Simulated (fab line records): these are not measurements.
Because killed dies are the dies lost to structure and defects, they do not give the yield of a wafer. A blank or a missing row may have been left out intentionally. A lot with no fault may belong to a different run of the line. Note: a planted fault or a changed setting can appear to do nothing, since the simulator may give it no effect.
Chamber matching / flow n5Finfet / N5_BEOL_M11_ETCH_65 on rieDiel-06 has 4 sister chambers
The step etches SiARC in CF4, target depth 39 nm, time 65 s. 8 wafers are shown with their chamber, then 9 later ones without.

## WAFERS WITH THEIR CHAMBER
wafer=L075.4; chamber=1; showerheadPlenumPTorr (Torr)=2.04; drypumpMotorCurrentA (A)=6.27
wafer=L076.6; chamber=2; showerheadPlenumPTorr (Torr)=2.05; drypumpMotorCurrentA (A)=6.04
wafer=L081.2; chamber=2; showerheadPlenumPTorr (Torr)=2.05; drypumpMotorCurrentA (A)=5.99
wafer=L079.2; chamber=3; showerheadPlenumPTorr (Torr)=2.26; drypumpMotorCurrentA (A)=5.43
wafer=L079.3; chamber=1; showerheadPlenumPTorr (Torr)=2.03; drypumpMotorCurrentA (A)=6.20
wafer=L085.3; chamber=0; showerheadPlenumPTorr (Torr)=2.22; drypumpMotorCurrentA (A)=5.88
wafer=L085.5; chamber=0; showerheadPlenumPTorr (Torr)=2.22; drypumpMotorCurrentA (A)=5.87
wafer=L085.6; chamber=3; showerheadPlenumPTorr (Torr)=2.26; drypumpMotorCurrentA (A)=5.42

## WAFERS WITH NO CHAMBER GIVEN
wafer=L091.1; showerheadPlenumPTorr (Torr)=2.26; drypumpMotorCurrentA (A)=5.38
wafer=L091.3; showerheadPlenumPTorr (Torr)=2.29; drypumpMotorCurrentA (A)=6.26
wafer=L091.6; showerheadPlenumPTorr (Torr)=2.26; drypumpMotorCurrentA (A)=5.41
wafer=L093.1; showerheadPlenumPTorr (Torr)=2.28; drypumpMotorCurrentA (A)=6.27
wafer=L093.3; showerheadPlenumPTorr (Torr)=2.22; drypumpMotorCurrentA (A)=5.91
wafer=L093.5; showerheadPlenumPTorr (Torr)=2.28; drypumpMotorCurrentA (A)=6.27
wafer=L097.1; showerheadPlenumPTorr (Torr)=2.04; drypumpMotorCurrentA (A)=6.03
wafer=L097.3; showerheadPlenumPTorr (Torr)=2.28; drypumpMotorCurrentA (A)=6.27
wafer=L097.5; showerheadPlenumPTorr (Torr)=2.21; drypumpMotorCurrentA (A)=5.90

## THE CHAMBER EACH PASSED THROUGH
wafer=L091.1; from the rows above=3; in truth=3
wafer=L091.3; from the rows above=0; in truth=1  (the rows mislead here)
wafer=L091.6; from the rows above=3; in truth=3
wafer=L093.1; from the rows above=0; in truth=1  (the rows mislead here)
wafer=L093.3; from the rows above=0; in truth=0
wafer=L093.5; from the rows above=0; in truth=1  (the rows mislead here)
wafer=L097.1; from the rows above=2; in truth=2
wafer=L097.3; from the rows above=0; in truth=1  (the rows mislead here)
wafer=L097.5; from the rows above=0; in truth=0
5 of 9 placed correctly. Number that these rows cannot place: 0. Number placed wrongly: 4.
How it was worked out, from the rows above alone: a wafer's distance from a chamber is the root of the sum, over the readings, of the square of ((its reading less the chamber's mean) divided by the reading's scatter). The wafer belongs to the nearest chamber; if the next one is less than 2 further off, it can't be placed. Each chamber's mean is taken over the wafers shown for it. The scatter: the root of (the sum of the squares of (reading less its chamber's mean) over the shown wafers, divided by (wafers less chambers)).
